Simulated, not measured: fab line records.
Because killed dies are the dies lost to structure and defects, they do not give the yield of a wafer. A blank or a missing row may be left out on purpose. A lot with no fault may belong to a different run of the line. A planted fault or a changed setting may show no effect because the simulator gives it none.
fab line records | flow n5-finfet
record lots=5 wafers=15 last-day=17
route steps=1938 shown BEOL_M4@1057 PASSIVATION@1936
lots with no fault: from the same line, run without faults
start-h: start of the lot's first displayed wafer, in hours after the record's first day | wait-h: time in hours since the lot's previous step | " repeats the value in the row above | L1.1+2: a row that stands for several wafers | - no value, or no start was given | * or withheld: withheld | < > ~ a bound
route shown NAME@n: names a module that has steps shown in the file, with the first one's number in the route | usual: average and standard deviation across the fault-free wafers | same: alike in all rows | chamber/n: place in a boat | sites: each site's reading | _std_site: how widely they spread, as a standard deviation | _edge_site: inner sites' mean taken away from outer sites' mean | radius-mm: how far each site lies from the wafer's centre | mask NAME#n: copy n | behind: the tool/chamber that last shaped the wafer | hold: why the lot was held/for how many hours/how that ended | device: the transistor (n, p or np) that didn't switch | end of line: tests of these same wafers at the route's end | a step with no rows: only its recipe | killed: dies lost to structure and defects at the first sort, not the wafer's yield | map: per-die view of a wafer (x killed, . not killed, _ where there is no die)
set.NAME: setting as actually run; set.NAME@STEP: the setting as run at that earlier step | model.NAME: the simulator's own value behind a step, which no gauge read
lots at some steps of the route; a table a step, a row a wafer
services: a tool's chamber out of use, with start hour (start-h, from the record's first day; less than 0 if before it), hours out, and reason
## steps
# step N5_BEOL_M4_OVL_MEAS_29
# recipe points-per-wafer=522
# usual V3_OVL=0.7/0.69
# columns lot.wafer tool chamber start-h wait-h V3_OVL[nm]
L897.1 overlay-01 0 199.29 0.0 1.7
L897.3 " 0 " " 1.1
L897.5 " 0 " " 0.2
L899.3 overlay-02 0 203.39 0.0 1.5
L899.5 " 0 " " 2.1
L899.6 " 0 " " 1.0
L900.2 overlay-01 0 224.24 0.0 0.2
L900.5 " 0 " " 1.1
L900.6 " 0 " " 0.5
L903.3 overlay-02 0 234.24 0.0 1.3
L903.4 " 0 " " 0.9
L903.6 " 0 " " 1.7
L910.2 overlay-02 0 271.82 0.0 0.5
L910.3 " 0 " " 0.6
L910.5 " 0 " " 0.4
# step N5_BEOL_M4_INSPECT_30
# recipe mode=adi inspect-instrument=brightfield
# usual raw-defect-count=417/99
# columns lot.wafer tool chamber start-h wait-h raw-defect-count
L897.1 defect-inspect-02 - 199.35 0.1 437
L897.3 " - " " 733
L897.5 " - " " 569
L899.3 defect-inspect-01 - 203.44 0.1 337
L899.5 " - " " 423
L899.6 " - " " 312
L900.2 defect-inspect-01 - 224.29 0.0 368
L900.5 " - " " 345
L900.6 " - " " 465
L903.3 defect-inspect-02 - 234.29 0.0 367
L903.4 " - " " 364
L903.6 " - " " 389
L910.2 defect-inspect-01 - 271.87 0.0 455
L910.3 " - " " 436
L910.5 " - " " 303
# step N5_BEOL_M4_DESCUM_33
# recipe chemistry=O2 time-s=7 source-power-w=50 bias-power-w=20 pressure-mtorr=20 rf-frequency-hz=2.712e+07 temp-c=40 resist=CAR-EUV o2-flow-sccm=225
# step N5_BEOL_M4_ETCH_77
# recipe chemistry=N2/H2 target=underlayer target-depth-a=65 mask-material=CAR-EUV time-s=5.2 ion-energy-ev=200 pressure-mtorr=30 source-w=840 bias-w=150 n2-flow-sccm=200 h2-flow-sccm=200 ends=cleared
# step N5_BEOL_M4_ETCH_69
# recipe chemistry=CF4 target=SiARC target-depth-a=156 mask-material=CAR-EUV time-s=26 ion-energy-ev=80 pressure-mtorr=40 source-w=545 bias-w=36 Ar_flow_sccm=100 cf4-flow-sccm=100 ends=cleared
# usual drypump-motor-current-A=5.8/0.39 etch-rf-on-time-s=25.9/0.7 oes-product-au=0.71/0.064 rf-vpp-V=184.1/1.3 showerhead-plenum-p-Torr=2.16/0.095 throttle-valve-pct=15.57/0.2
# columns lot.wafer tool chamber start-h wait-h drypump-motor-current-A etch-rf-on-time-s oes-product-au rf-hours-counter-h rf-vpp-V showerhead-plenum-p-Torr throttle-valve-pct
L897.1 rie-diel-01 0 199.43 0.0 5.6 26.4 0.74 29 183.3 2.10 15.50
L897.3 " 3 " " 6.5 25.0 0.76 38 185.4 2.29 15.84
L897.5 " 1 " " 5.8 25.3 0.75 - 183.9 2.10 15.43
L899.3 rie-diel-05 3 203.53 0.0 5.5 25.1 0.59 249 184.6 2.20 16.01
L899.5 " 3 " " 5.5 25.4 0.59 - 184.2 2.20 16.00
L899.6 " 2 " " 5.6 26.5 0.71 - 185.5 2.25 15.46
L900.2 rie-diel-03 2 224.38 0.0 5.7 26.7 0.58 243 182.2 2.02 15.91
L900.5 " 3 " " 6.5 25.4 0.61 - 183.3 2.12 15.51
L900.6 " 0 " " 5.6 25.4 0.80 - 185.9 2.28 15.25
L903.3 rie-diel-01 0 234.37 0.0 5.6 27.1 0.72 42 184.1 2.09 15.53
L903.4 " 2 " " 5.1 25.6 0.77 26 183.9 2.09 15.30
L903.6 " 1 " " 5.8 25.3 0.74 - 184.0 2.09 15.45
L910.2 rie-diel-01 3 274.07 0.0 6.5 25.3 0.72 66 185.5 2.28 15.89
L910.3 " 0 " " 5.6 26.8 0.71 56 183.5 2.09 15.57
L910.5 " 0 " " 5.7 26.8 0.71 - 183.9 2.09 15.56
# step N5_BEOL_M4_ALD_98
# recipe material=SiO2 target-thk-a=25 temp-c=100 ald-precursor-family=BDEAS ald-co-reactant=O2-plasma pulse-time-s=1 co-reactant-pulse-time-s=1 purge-time-s=2 co-reactant-purge-time-s=2 ald-cycles=17 pressure-torr=2
# step N5_BEOL_M4_ETCHBACK_99
# recipe chemistry=CHF3 target=SiO2 target-depth-a=50 time-s=10.4 source-w=215 bias-w=47 Ar_flow_sccm=200 CHF3_flow_sccm=12 ion-energy-ev=100 pressure-mtorr=30
# step N5_BEOL_M4_ETCH_70
# recipe chemistry=N2/H2 target=SOC target-depth-a=800 overetch-a=240 mask-material=SiARC temp-c=40 time-s=130 ion-energy-ev=200 pressure-mtorr=30 source-w=840 bias-w=150 n2-flow-sccm=200 h2-flow-sccm=200
# step N5_BEOL_M4_STRIP_71
# recipe chemistry=N2/H2 temp-c=40 n2-flow-sccm=200 h2-flow-sccm=200 rf-frequency-hz=6e+07
# step N5_BEOL_M4_STRIP_78
# recipe chemistry=N2/H2 temp-c=40 n2-flow-sccm=200 h2-flow-sccm=200 rf-frequency-hz=6e+07
# step N5_BEOL_M4_VIA_ETCH_34
# recipe chemistry=C4F6/O2 target-depth-a=694 mask-material=SOC pressure-mtorr=15 ion-energy-ev=250 taper-deg=4 time-s=65.9 source-w=350 bias-w=170 Ar_flow_sccm=300 C4F6_flow_sccm=10 O2_flow_sccm=10
# step N5_BEOL_M4_STRIP_83
# recipe chemistry=C4F6/O2 resist=SiARC rf-frequency-hz=6e+07
# step N5_BEOL_M4_STRIP_36
# recipe chemistry=N2/H2 power-w=450 temp-c=40 pressure-mtorr=20 rf-frequency-hz=6e+07 overash-fraction=0.3 bias-power-w=7 h2-frac=0.5 n2-flow-sccm=200 h2-flow-sccm=200
# usual drypump-motor-current-A=5.8/0.46 oes-product-au=0.85/0.044 rf-vpp-V=59.1/1.5 showerhead-plenum-p-Torr=2.54/0.1 throttle-valve-pct=23.6/0.33
# columns lot.wafer tool chamber start-h wait-h drypump-motor-current-A oes-product-au rf-hours-counter-h rf-vpp-V showerhead-plenum-p-Torr throttle-valve-pct
L897.1 rie-diel-01 2 213.23 0.0 5.1 0.92 19 56.2 2.47 23.0
L897.3 " 3 " " 6.5 0.85 44 60.2 2.68 23.7
L897.5 " 0 " " 5.6 0.87 - 60.5 2.49 23.6
L899.3 rie-diel-01 3 227.38 0.0 6.5 0.85 48 60.9 2.68 23.6
L899.5 " 2 " " 5.1 0.91 - 61.9 2.47 23.0
L899.6 " 1 " " 5.8 0.86 - 58.9 2.48 23.9
L900.2 rie-diel-01 1 235.80 0.0 5.9 0.85 78 58.0 2.48 24.0
L900.5 " 0 " " 5.6 0.86 - 59.4 2.48 23.7
L900.6 " 3 " " 6.5 0.85 - 57.0 2.68 23.7
L903.3 rie-diel-01 1 252.89 0.0 5.8 0.85 83 58.0 2.48 23.9
L903.4 " 3 " " 6.5 0.86 56 60.4 2.68 23.7
L903.6 " 0 " " 5.7 0.85 - 58.4 2.48 23.6
L910.2 rie-diel-01 0 287.16 0.0 5.6 0.83 61 57.7 2.47 23.7
L910.3 " 3 " " 6.5 0.82 71 62.3 2.67 23.7
L910.5 " 3 " " 6.5 0.82 - 59.3 2.67 23.7
# step N5_BEOL_M4_TRENCH_ETCH_37
# recipe chemistry=C4F6/O2 target-depth-a=555.55 target=SiOC time-s=29.2 ion-energy-ev=250 pressure-mtorr=30 source-w=355 bias-w=185 Ar_flow_sccm=300 C4F6_flow_sccm=10 O2_flow_sccm=10
# step N5_BEOL_M4_ETCH_41
# recipe chemistry=CH3F/O2 target=SiCN target-depth-a=299 taper-deg=2 time-s=52.5 ion-energy-ev=120 mask-material=TiN pressure-mtorr=30 source-w=395 bias-w=75 Ar_flow_sccm=150 CH3F_flow_sccm=30 O2_flow_sccm=20
# step N5_BEOL_M4_STRIP_97
# recipe chemistry=N2/H2 time-s=10 power-w=450 temp-c=40 pressure-mtorr=20 rf-frequency-hz=6e+07 bias-power-w=7 n2-flow-sccm=200 h2-flow-sccm=200
# step N5_BEOL_M4_OCD_MEAS_38
# usual trench-depth-nm=56.2/1.1
# columns lot.wafer tool chamber start-h wait-h trench-depth-nm
L897.1 ocd-01 - 213.42 - 56.4
L897.3 " - " " 57.0
L897.5 " - " " 54.1
L899.3 ocd-02 - 227.58 - 57.4
L899.5 " - " " 56.7
L899.6 " - " " 56.7
L900.2 ocd-01 - 236.00 - 56.4
L900.5 " - " " 54.8
L900.6 " - " " 57.2
L903.3 ocd-02 - 253.08 - 56.5
L903.4 " - " " 56.7
L903.6 " - " " 54.7
L910.2 ocd-02 - 287.36 - 55.1
L910.3 " - " " 56.8
L910.5 " - " " 57.4
# step N5_BEOL_M4_HM_STRIP_39
# recipe chemistry=peroxide-tin-strip material=TiN target-depth-a=250 temp-c=50 time-s=158
# step N5_BEOL_M4_SRD_40
# recipe time-s=30 temp-c=23 rinse-liquid=diw dry=ipa-marangoni
# step N5_BEOL_M4_PRECLEAN_42
# recipe chemistry=residue-remover time-s=60 temp-c=40
# step N5_BEOL_M4_SRD_43
# recipe time-s=30 temp-c=23 rinse-liquid=diw dry=ipa-marangoni
# step N5_BEOL_M4_CD_MEAS_35
# recipe target-cd-nm=18 target-cd-y-nm=22.4 polarity=opening
# usual cd-nm=17.9/0.36
# columns lot.wafer tool chamber start-h wait-h cd-nm
L897.1 cd-sem-01 - 213.58 0.0 18.0
L897.3 " - " " 19.0
L897.5 " - " " 18.3
L899.3 cd-sem-02 - 227.74 0.0 18.0
L899.5 " - " " 18.1
L899.6 " - " " 17.7
L900.2 cd-sem-02 - 236.15 0.0 18.1
L900.5 " - " " 18.0
L900.6 " - " " 18.3
L903.3 cd-sem-02 - 253.24 0.0 18.2
L903.4 " - " " 18.5
L903.6 " - " " 18.0
L910.2 cd-sem-03 - 287.66 0.0 17.8
L910.3 " - " " 17.8
L910.5 " - " " 17.4
# step N5_BEOL_M4_DEGAS_44
# recipe ambient=vacuum temp-c=250 time-s=60
# usual heater-power-w=313/32
# columns lot.wafer tool chamber start-h wait-h heater-power-w
L897.1 pvd-sputter-02 - 213.85 0.3 255
L897.3 " - " " 307
L897.5 " - " " 334
L899.3 pvd-sputter-03 - 228.30 0.6 299
L899.5 " - " " 302
L899.6 " - " " 308
L900.2 pvd-sputter-01 - 236.33 0.2 267
L900.5 " - " " 353
L900.6 " - " " 391
L903.3 pvd-sputter-02 - 253.49 0.3 298
L903.4 " - " " 264
L903.6 " - " " 312
L910.2 pvd-sputter-02 - 288.05 0.4 345
L910.3 " - " " 299
L910.5 " - " " 344
# step N5_BEOL_M4_PRE_CLEAN_45
# recipe gas=H2/He time-s=30 temp-c=250
# step N5_BEOL_M4_ALD_84
# recipe material=TaN target-thk-a=* temp-c=275 ald-precursor-family=PDMAT ald-co-reactant=NH3 pressure-torr=3 carrier-flow-sccm=1500 pulse-time-s=2 purge-time-s=3 co-reactant-purge-time-s=2 co-reactant-pulse-time-s=3 ald-cycles=30 precursor-vessel-temp-c=75 precursor-vessel-pressure-torr=26.25 precursor-vessel-carrier-sccm=1000
# step N5_BEOL_M4_SURFACE_TREAT_85
# recipe gas=Ar time-s=* ion-energy-ev=* ion-current-ma-cm2=0.5 pressure-mtorr=* ar-flow-sccm=30
# step N5_BEOL_M4_CVD_47
# recipe material=Co target-thk-a=30 temp-c=withheld precursor=CCTBA/H2 pressure-torr=30 time-s=223.8
# step N5_BEOL_M4_SPUTTER_48
# recipe material=Cu target-thk-a=45 temp-c=-20 chamber-pressure-pa=0.07 power-w=withheld time-s=8.29
# step N5_BEOL_M4_ANNEAL_49
# recipe temp-c=400 time-s=240 ambient=vacuum
# step N5_BEOL_M4_SPUTTER_79
# recipe material=Cu target-thk-a=45 temp-c=-20 chamber-pressure-pa=0.07 power-w=withheld time-s=8.29
# step N5_BEOL_M4_ANNEAL_80
# recipe temp-c=400 time-s=240 ambient=vacuum
# step N5_BEOL_M4_SPUTTER_81
# recipe material=Cu target-thk-a=45 temp-c=-20 chamber-pressure-pa=0.07 power-w=withheld time-s=8.29
# usual chuck-gas-flow-sccm=1.26/0.048 throttle-valve-pct=29.9/1.4
# columns lot.wafer tool chamber start-h wait-h chuck-gas-flow-sccm throttle-valve-pct
L897.1 pvd-sputter-02 - 214.91 0.1 1.28 30.0
L897.3 " - " " 1.23 30.8
L897.5 " - " " 1.35 29.9
L899.3 pvd-sputter-03 - 229.68 0.1 1.37 28.2
L899.5 " - " " 1.17 28.3
L899.6 " - " " 1.27 30.7
L900.2 pvd-sputter-02 - 237.84 0.1 1.28 30.3
L900.5 " - " " 1.33 31.1
L900.6 " - " " 1.27 30.2
L903.3 pvd-sputter-03 - 254.68 0.1 1.29 29.9
L903.4 " - " " 1.36 30.6
L903.6 " - " " 1.25 29.8
L910.2 pvd-sputter-03 - 289.51 0.1 1.27 29.7
L910.3 " - " " 1.28 30.7
L910.5 " - " " 1.37 28.6
# step N5_BEOL_M4_ANNEAL_82
# recipe temp-c=400 time-s=240 ambient=vacuum
# step N5_BEOL_M4_SPUTTER_86
# recipe material=Cu target-thk-a=45 temp-c=-20 chamber-pressure-pa=0.07 power-w=withheld time-s=8.29
# step N5_BEOL_M4_ANNEAL_87
# recipe temp-c=400 time-s=240 ambient=vacuum
# step N5_BEOL_M4_SPUTTER_88
# recipe material=Cu target-thk-a=45 temp-c=-20 chamber-pressure-pa=0.07 power-w=withheld time-s=8.29
# step N5_BEOL_M4_ANNEAL_89
# recipe temp-c=400 time-s=240 ambient=vacuum
# step N5_BEOL_M4_SPUTTER_90
# recipe material=Cu target-thk-a=45 temp-c=-20 chamber-pressure-pa=0.07 power-w=withheld time-s=8.29
# step N5_BEOL_M4_ANNEAL_91
# recipe temp-c=400 time-s=240 ambient=vacuum
# usual heater-power-w=790/86
# columns lot.wafer tool chamber start-h wait-h heater-power-w
L897.1 pvd-sputter-02 - 215.65 0.0 752
L897.3 " - " " 636
L897.5 " - " " 879
L899.3 pvd-sputter-03 - 230.42 0.0 843
L899.5 " - " " 830
L899.6 " - " " 749
L900.2 pvd-sputter-02 - 238.58 0.0 864
L900.5 " - " " 649
L900.6 " - " " 859
L903.3 pvd-sputter-03 - 255.42 0.0 729
L903.4 " - " " 747
L903.6 " - " " 755
L910.2 pvd-sputter-03 - 290.25 0.0 725
L910.3 " - " " 727
L910.5 " - " " 812
# step N5_BEOL_M4_SPUTTER_92
# recipe material=Cu target-thk-a=45 temp-c=-20 chamber-pressure-pa=0.07 power-w=withheld time-s=8.29
# step N5_BEOL_M4_ANNEAL_93
# recipe temp-c=400 time-s=240 ambient=vacuum
# step N5_BEOL_M4_SPUTTER_94
# recipe material=Cu target-thk-a=45 temp-c=-20 chamber-pressure-pa=0.07 power-w=withheld time-s=8.29
# usual chuck-gas-flow-sccm=1.26/0.053 throttle-valve-pct=29.9/1.5
# columns lot.wafer tool chamber start-h wait-h chuck-gas-flow-sccm throttle-valve-pct
L897.1 pvd-sputter-02 - 216.01 0.1 1.32 30.2
L897.3 " - " " 1.17 31.0
L897.5 " - " " 1.27 30.0
L899.3 pvd-sputter-03 - 230.78 0.1 1.31 27.9
L899.5 " - " " 1.17 28.1
L899.6 " - " " 1.19 30.7
L900.2 pvd-sputter-02 - 238.94 0.1 1.34 30.2
L900.5 " - " " 1.24 31.2
L900.6 " - " " 1.23 29.8
L903.3 pvd-sputter-03 - 255.78 0.1 1.30 29.8
L903.4 " - " " 1.21 30.8
L903.6 " - " " 1.24 29.9
L910.2 pvd-sputter-03 - 290.61 0.1 1.33 29.9
L910.3 " - " " 1.26 30.6
L910.5 " - " " 1.23 28.4
# step N5_PASSIVATION_PROBE_49
# usual defect-limited-yield=91.0/1.4 killed_at_M0_to_M3=33/11 killed_at_M4_up=14/5 killed-at-contacts=11/7.3 killed-at-front-end=43/12 killed-at-other=4/3.1 killed-dies=106/17 killed-on-rim=14/3.8 killed-open=69/13 killed-short=34/8.7 sort_bin_5_function=5.2/0.96 sort_bin_6_memory=3.3/0.66 sort_bin_8_speed=0.00/0.012 sort-n-pass=1074/17 sort-yield-pct=91.0/1.4
# same gross-dies=1180 killed-at-back-side=0 sort_bin_4_leakage[%]=0
# columns lot.wafer tool chamber start-h wait-h defect-limited-yield[%] killed_at_M0_to_M3 killed_at_M4_up killed-at-contacts killed-at-front-end killed-at-other killed-dies killed-on-rim killed-open killed-short sort_bin_5_function[%] sort_bin_6_memory[%] sort_bin_8_speed[%] sort-n-pass sort-yield-pct[%]
L897.1 prober-02 - 326.84 0.0 89.6 29 12 8 71 3 123 14 92 31 6.2 3.7 0 1057 89.6
L897.3 prober-02 - 326.94 0.1 91.4 44 9 9 33 6 101 16 67 33 4.5 3.6 0 1079 91.4
L897.5 prober-02 - 327.04 0.2 91.1 28 15 8 48 6 105 8 66 39 5.3 3.1 0 1075 91.1
L899.3 prober-02 - 348.65 0.1 91.2 40 13 2 45 4 104 11 66 30 5.0 2.9 0 1076 91.2
L899.5 prober-02 - 348.75 0.2 92.1 30 14 11 36 2 93 14 62 31 3.9 3.7 0 1087 92.1
L899.6 prober-02 - 348.80 0.3 92.2 32 9 7 42 2 92 15 52 35 4.2 3.1 0 1088 92.2
L903.3 prober-01 - 366.06 0.1 91.9 34 9 15 31 7 96 8 70 26 4.8 3.0 0 1084 91.9
L903.4 prober-01 - 366.11 0.2 92.2 27 14 7 43 1 92 15 61 31 5.3 2.2 0 1088 92.2
L903.6 prober-01 - 366.21 0.3 91.9 31 19 13 31 2 96 13 66 30 5.0 2.8 0 1084 91.9
L910.3 prober-01 - 403.99 0.1 86.3 25 94 14 26 3 162 32 49 20 7.1 3.2 0.08 1017 86.2
L910.5 prober-01 - 404.09 0.2 86.4 19 100 1 35 5 160 28 44 23 7.5 2.9 0.08 1019 86.4
# killed by level:class
L897.1 STI_FIN_REVEAL:geometric-particle:open=37 BEOL_M1:geometric-particle:open=12 FIN_SAQP:geometric-particle:open=11 FIN_SAQP:geometric-particle:short=9 MOL_CONTACT_COAG:geometric-particle:open=8 BEOL_M0_SAQP:geometric-particle:open=6 BEOL_M4:geometric-particle:open=4 STI_FIN_REVEAL:geometric-particle:short=4
L897.3 BEOL_M1:geometric-particle:open=12 BEOL_M0_SAQP:geometric-particle:open=10 BEOL_M0_SAQP:geometric-particle:short=7 STI_FIN_REVEAL:geometric-particle:open=6 MOL_CONTACT_COAG:geometric-particle:open=6 DUMMY_GATE:geometric-particle:open=5 BEOL_M0:geometric-particle:open=5 BEOL_M4:geometric-particle:open=5
L897.5 STI_FIN_REVEAL:geometric-particle:open=12 FIN_SAQP:geometric-particle:open=10 FIN_SAQP:geometric-particle:short=8 BEOL_M1:geometric-particle:open=8 GATE_CUT:geometric-particle:short=6 MOL_CONTACT_COAG:geometric-particle:open=6 BEOL_M0_SAQP:geometric-particle:short=6 BEOL_M4:geometric-particle:open=5
L899.3 BEOL_M3:geometric-particle:open=13 STI_FIN_REVEAL:geometric-particle:open=10 BEOL_M0_SAQP:geometric-particle:open=7 BEOL_M1:geometric-particle:open=6 FIN_SAQP:geometric-particle:open=5 BEOL_M4:geometric-particle:open=5 STARTING-WAFER:geometric-particle:open=5 HKMG_FIN:area-etch=5
L899.5 MOL_CONTACT_COAG:geometric-particle:open=11 BEOL_M3:geometric-particle:open=8 STI_FIN_REVEAL:geometric-particle:open=5 BEOL_M0_SAQP:geometric-particle:open=5 BEOL_M0_SAQP:geometric-particle:short=5 FIN_SAQP:geometric-particle:short=4 DUMMY_GATE:geometric-particle:open=4 GATE_CUT:geometric-particle:open=4
L899.6 BEOL_M0_SAQP:geometric-particle:short=12 FIN_SAQP:geometric-particle:open=6 STI_FIN_REVEAL:geometric-particle:open=6 BEOL_M0_SAQP:geometric-particle:open=6 GATE_CUT:geometric-particle:short=5 BEOL_M3:geometric-particle:open=5 MOL_CONTACT_COAG:geometric-particle:open=4 FIN_SAQP:geometric-particle:short=3
L903.3 MOL_CONTACT_COAG:geometric-particle:open=10 BEOL_M1:geometric-particle:open=10 STI_FIN_REVEAL:geometric-particle:open=8 FIN_SAQP:geometric-particle:open=6 MOL_CONTACT_COAG:geometric-particle:short=5 BEOL_M2:geometric-particle:open=5 BEOL_M3:geometric-particle:open=5 BEOL_M4:geometric-particle:open=5
L903.4 STI_FIN_REVEAL:geometric-particle:open=15 GATE_CUT:geometric-particle:short=11 MOL_CONTACT_COAG:geometric-particle:open=7 BEOL_M3:geometric-particle:open=7 STI_FIN_REVEAL:geometric-particle:short=6 BEOL_M4:geometric-particle:open=6 BEOL_M0:geometric-particle:short=5 BEOL_M2:geometric-particle:open=5
L903.6 MOL_CONTACT_COAG:geometric-particle:open=11 STI_FIN_REVEAL:geometric-particle:open=9 FIN_SAQP:geometric-particle:open=6 BEOL_M0_SAQP:geometric-particle:open=6 BEOL_M4:geometric-particle:open=6 BEOL_M0_SAQP:geometric-particle:short=5 BEOL_M1:geometric-particle:open=5 BEOL_M2:geometric-particle:open=5
L910.3 BEOL_M4:unspecified=86 MOL_CONTACT_COAG:geometric-particle:open=8 BEOL_M3:geometric-particle:open=7 BEOL_M1:geometric-particle:open=6 MOL_CONTACT_COAG:geometric-particle:short=4 BEOL_M0_SAQP:geometric-particle:open=4 BEOL_M2:geometric-particle:open=4 STI_FIN_REVEAL:geometric-particle:open=3
L910.5 BEOL_M4:unspecified=86 BEOL_M0_SAQP:geometric-particle:open=7 STI_FIN_REVEAL:geometric-particle:open=6 HKMG_FIN:area-etch=6 DUMMY_GATE:geometric-particle:open=5 BEOL_M4:geometric-particle:open=5 GATE_CUT:geometric-particle:short=4 BEOL_M5:geometric-particle:open=4
# map L910.3 (x killed, . not)
_________________............________________
______________.................._____________
___________....x...................__________
__________.........................._________
________....x...................x....._______
_______................................______
______.................................._____
_____.......x.....x..............x.......____
____.........x....x................x......___
___x............x..............x..........x__
___......x................x........x.x.....__
__......x......x.......x.......x............_
__..........................x......x.......x_
_..x.x.......................................
_......................................x.....
_............................................
_........................xxx.......x.....x...
_x..x.x.......x................x........x....
_xxxxxxx.x...........x...................x...
_xxxxxxxx.x............x.....................
_xxxxxxxxxxx..............................x.x
__xxxxxxxxx...x..x...x......................_
__xxxxxxxxx.....x...........x...........x..._
___xxxxxxxx.........x..........x...........__
___xxxxxxxx.....x.............x............__
____xxxxxxx.x....x........................___
_____xxxxxxx......x........x...........x.____
______xxx.xxx..x...................x...._____
_______xxx.........x............x...x..______
________x............................._______
__________......x.x.x.xx...........x_________
___________.x...x................x.__________
______________..x.............xx_____________
_________________...x........________________
# map L899.3 (x killed, . not)
_________________.........x..________________
______________...........x......_____________
___________....x.................x.__________
__________..x....x....x............._________
________.........................x...._______
_______..x.............x...............______
______..x..........................x...._____
_____........................x.....x.....____
____x...............................x.....___
___.........x...x..........................__
___......x............x........x..x..x.....__
__..........x........x.xx..................._
__..............x..........x......x........._
_...x..xx.....x........x............x....x...
_..............x....x....x...x...............
_..........x..x.x....x..........x.........x..
_..xx........x.x.....x....x...x..............
_.............x.....x.....x..x....xx.........
_..x.....................x.x..x..........x..x
_................xx..x...........x..x........
_x......................x.....x..............
__.......x..........x.....................xx_
__........x..............................x.._
___.....................x.x.............x..__
___.........x..........x...................__
____...x..........x.............x.........___
_____.......................x............____
______...........x...........x.....x...._____
_______...............................x______
________....xx....................x..._______
__________................x...x....x_________
___________............x...........__________
______________.....x............_____________
_________________xx........x.________________
## services
# columns tool chamber start-h hours kind
rie-diel-05 0 191.10 10.4 repair
rie-diel-01 2 193.46 18.9 repair
rie-diel-03 2 206.92 7.6 repair
rie-diel-05 3 208.59 - clean
rie-diel-05 3 208.59 - consumable-replace:focus-ring
rie-diel-05 3 208.59 21.5 scheduled-down
rie-diel-05 3 208.59 21.5 vent-cycle
rie-diel-03 2 243.45 - clean
rie-diel-03 2 243.45 - consumable-replace:focus-ring
rie-diel-03 2 243.45 - consumable-replace:showerhead
rie-diel-03 2 243.45 24.1 scheduled-down
rie-diel-03 2 243.45 24.1 vent-cycle
rie-diel-03 - 255.51 15.6 pm
rie-diel-05 - 266.94 15.6 pm
rie-diel-01 - 288.94 2.8 pm
## key
first-sign step=N5_PASSIVATION_PROBE_49 reading=killed_at_M4_up direction=up sigmas=16 usual=14 struck=97
effect step=N5_PASSIVATION_PROBE_49 reading=defect-limited-yield direction=down sigmas=3.3 usual=91.0 struck=86.4
more-kills-born-at N5_BEOL_M4_STRIP_36@rie-diel-01=172
met-at N5_BEOL_M4_STRIP_36
struck-wafers L910.3,L910.5
onset-between 252.89 287.16
fault kind=chamber-particle-source tool=rie-diel-01 chamber=3 onset-h=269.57 steps=N5_BEOL_M4_STRIP_36 rate-per-visit-cm2=1.3752 end-h=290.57
